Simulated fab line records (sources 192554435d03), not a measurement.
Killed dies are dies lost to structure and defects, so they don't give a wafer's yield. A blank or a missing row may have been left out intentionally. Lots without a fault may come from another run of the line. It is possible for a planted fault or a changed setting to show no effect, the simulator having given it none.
Chamber matching | flow n5-finfet | pecvd-04 running N5_FIN_SAQP_PECVD_48: 3 sister chambers
The step deposits SiNx from SiH4/NH3/N2, target thk 25 nm, time 22.1 s. 24 wafers are shown with their chamber, then 12 later ones without.

== WAFERS PAIRED WITH THEIR CHAMBERS ==
wafer  | chamber | throttle-valve-pct (%) | showerhead-plenum-p-Torr (Torr) | heater-power-w (W)
L074.3 | 1       | 36.2                   | 5.17                            | 681
L074.5 | 1       | 36.5                   | 5.14                            | 669
L074.6 | 0       | 45.4                   | 5.09                            | 669
L075.2 | 0       | 45.3                   | 5.07                            | 811
L075.4 | 0       | 45.1                   | 5.07                            | 817
L075.6 | 2       | 36.8                   | 5.10                            | 804
L077.1 | 1       | 36.4                   | 5.15                            | 632
L077.4 | 2       | 36.6                   | 5.10                            | 822
L077.6 | 0       | 45.4                   | 5.08                            | 721
L078.1 | 0       | 45.4                   | 5.07                            | 753
L078.5 | 0       | 45.3                   | 5.07                            | 735
L078.6 | 1       | 36.7                   | 5.15                            | 636
L080.1 | 2       | 36.5                   | 5.10                            | 804
L080.3 | 2       | 36.6                   | 5.12                            | 810
L080.6 | 1       | 36.5                   | 5.16                            | 714
L082.3 | 0       | 45.2                   | 5.07                            | 828
L082.4 | 2       | 36.9                   | 5.10                            | 838
L082.6 | 0       | 45.7                   | 5.07                            | 835
L084.2 | 0       | 45.6                   | 5.07                            | 765
L084.3 | 1       | 36.7                   | 5.15                            | 722
L084.4 | 0       | 45.6                   | 5.08                            | 762
L085.1 | 2       | 37.0                   | 5.11                            | 865
L085.2 | 0       | 45.6                   | 5.07                            | 803
L085.5 | 2       | 36.7                   | 5.11                            | 852

SIGNATURES (averages over the wafers above)
reading                  | chamber 0 | chamber 1 | chamber 2 | scatter within a chamber
throttle-valve-pct       | 45.418    | 36.500    | 36.729    | 0.187
showerhead-plenum-p-Torr | 5.0736    | 5.1533    | 5.1057    | 0.00805
heater-power-w           | 772.64    | 675.67    | 827.86    | 42.2
Rule: a wafer's distance from a chamber is the root of the sum, over the readings, of the square of ((its reading less the chamber's mean) divided by the reading's scatter). If the next closest chamber is less than 2 further off than the closest, the wafer can't be placed; otherwise it belongs to the closest. The scatter is the square root of a quotient: the sum, over the shown wafers, of each reading's squared deviation from its chamber's mean, divided by wafers minus chambers.

== WAFERS WITH NO CHAMBER GIVEN ==
wafer  | throttle-valve-pct (%) | showerhead-plenum-p-Torr (Torr) | heater-power-w (W)
L087.1 | 36.8                   | 5.15                            | 621
L087.4 | 45.6                   | 5.07                            | 769
L087.5 | 36.7                   | 5.16                            | 637
L091.1 | 37.0                   | 5.18                            | 713
L091.5 | 37.0                   | 5.16                            | 713
L091.6 | 45.7                   | 5.07                            | 764
L092.1 | 37.0                   | 5.10                            | 745
L092.3 | 36.7                   | 5.16                            | 658
L092.4 | 45.9                   | 5.08                            | 691
L097.1 | 37.1                   | 5.11                            | 848
L097.5 | 37.1                   | 5.10                            | 848
L097.6 | 46.0                   | 5.07                            | 812

== WHICH CHAMBER EACH WENT THROUGH ==
wafer  | from the rows above | in truth
L087.1 | 1                   | 1
L087.4 | 0                   | 0
L087.5 | 1                   | 1
L091.1 | 1                   | 1
L091.5 | 1                   | 1
L091.6 | 0                   | 0
L092.1 | 2                   | 2
L092.3 | 1                   | 1
L092.4 | 0                   | 0
L097.1 | 2                   | 2
L097.5 | 2                   | 2
L097.6 | 0                   | 0
Correctly placed: 12 of 12. Number that these rows cannot place: 0. Placed wrongly: 0.
